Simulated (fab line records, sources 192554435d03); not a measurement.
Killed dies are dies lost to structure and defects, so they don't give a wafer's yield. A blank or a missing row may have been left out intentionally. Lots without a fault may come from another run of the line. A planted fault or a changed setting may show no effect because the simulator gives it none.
Split-lot study + flow n5 finfet + route with 1938 steps; 7 lots, 21 wafers read

== SPLIT DETAILS ==
At N5_BEOL_M11_EXPOSE_25 (exposes mask V10), the setting dose mj was moved away from the recipe's 85.5 on 7 of the 21 wafers read, by -6.3% to +3.2%. For the rest of the wafers, this setting stayed at what the recipe calls for.

== FROM THE SPLIT TO THE READING: what the file shows between them, 2 steps ==
- N5_BEOL_M11_PEB_26: peb time 60 s
- N5_BEOL_M11_DEVELOP_27: develop time 30 s

== THE READING ==
cd nm (nm) at N5_BEOL_M11_CD_MEAS_28, where the cd target is 70 nm. On this fab line, fault-free wafers typically give 69.7 nm with a standard deviation of 1 nm.

| wafer  | tool, chamber at the split | dose mj as run | against the recipe | cd nm, nm | against lot-mates on the recipe |
|--------|----------------------------|----------------|--------------------|-----------|---------------------------------|
| L078.2 | arfi scanner-02, 0         | 85.5           | recipe             | 69.8      | -                               |
| L078.4 | arfi scanner-02, 0         | 85.5           | recipe             | 68.7      | -                               |
| L078.5 | arfi scanner-02, 0         | 85.5           | recipe             | 69.5      | -                               |
| L082.3 | arfi scanner-03, 0         | 85.5           | recipe             | 70.4      | -                               |
| L082.4 | arfi scanner-03, 0         | 80.13          | -6.3%              | 65.1      | -5.3                            |
| L082.5 | arfi scanner-03, 0         | 80.13          | -6.3%              | 64.7      | -5.7                            |
| L087.2 | arfi scanner-02, 0         | 85.5           | recipe             | 70.6      | -                               |
| L087.3 | arfi scanner-02, 0         | 85.5           | recipe             | 70.7      | -                               |
| L087.6 | arfi scanner-02, 0         | 83.31          | -2.6%              | 67.8      | -2.9                            |
| L089.2 | arfi scanner-03, 0         | 85.5           | recipe             | 70.2      | -                               |
| L089.3 | arfi scanner-03, 0         | 85.5           | recipe             | 69.1      | -                               |
| L089.5 | arfi scanner-03, 0         | 85.5           | recipe             | 69.8      | -                               |
| L088.1 | arfi scanner-02, 0         | 82.01          | -4.1%              | 66.9      | -4.0                            |
| L088.2 | arfi scanner-02, 0         | 85.5           | recipe             | 70.9      | -                               |
| L088.3 | arfi scanner-02, 0         | 82.01          | -4.1%              | 66.9      | -4.0                            |
| L092.1 | arfi scanner-03, 0         | 85.5           | recipe             | 69.3      | -                               |
| L092.2 | arfi scanner-03, 0         | 85.5           | recipe             | 67.6      | -                               |
| L092.5 | arfi scanner-03, 0         | 85.5           | recipe             | 66.7      | -                               |
| L095.1 | arfi scanner-02, 0         | 85.5           | recipe             | 70.7      | -                               |
| L095.4 | arfi scanner-02, 0         | 88.27          | +3.2%              | 71.8      | +1.1                            |
| L095.6 | arfi scanner-02, 0         | 88.27          | +3.2%              | 72.3      | +1.6                            |

THE FIT
A straight line over all 21 wafers: cd nm changes by +0.727 nm for each +1% of dose mj; r = +0.88; the points scatter about the line by 1 nm.
The same after taking each lot's own level away (the mean of its wafers on the recipe; 21 wafers): +0.811 nm for each +1%; r = +0.95; scatter 0.67 nm.
The reading moves by 5.1 nm for the largest change in dose mj, on that fit.
Across the lots, their own levels run from 67.87 to 70.90 nm, a range of 3.0 times the standard deviation given above.
Hence the slope depends on the lot-to-lot level, as the two fits are not the same.
Check: for one of the wafers moved furthest among these (-6.3%), held out of the fit, the line's prediction against its lot-mates is -5.38 nm. Against them it came out at -5.3 nm.

== ADDITIONAL SPLITS CARRIED BY THESE WAFERS ==
Before the reading, these wafers also passed through other splits. Each is held against what the fit with the lots' levels taken away leaves over:
| other split on the same wafers | wafers away from the commonest value | r with cd nm (lot level and that fit taken away) |
|--------------------------------|--------------------------------------|--------------------------------------------------|
| N5_BEOL_M7_ILD_DEP_00 time s   | 8                                    | +0.09                                            |
| N5_BEOL_M7_ETCH_41 source w    | 9                                    | +0.17                                            |
| N5_BEOL_M9_ILD_DEP_00 time s   | 7                                    | +0.10                                            |
| N5_BEOL_M10_COAT_22 spin rpm   | 8                                    | -0.09                                            |
| N5_BEOL_M10_EXPOSE_25 dose mj  | 9                                    | +0.08                                            |

== THE FILE'S OWN FIT ==
cd nm changes by +0.86 nm for each +1% of dose mj, r = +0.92.
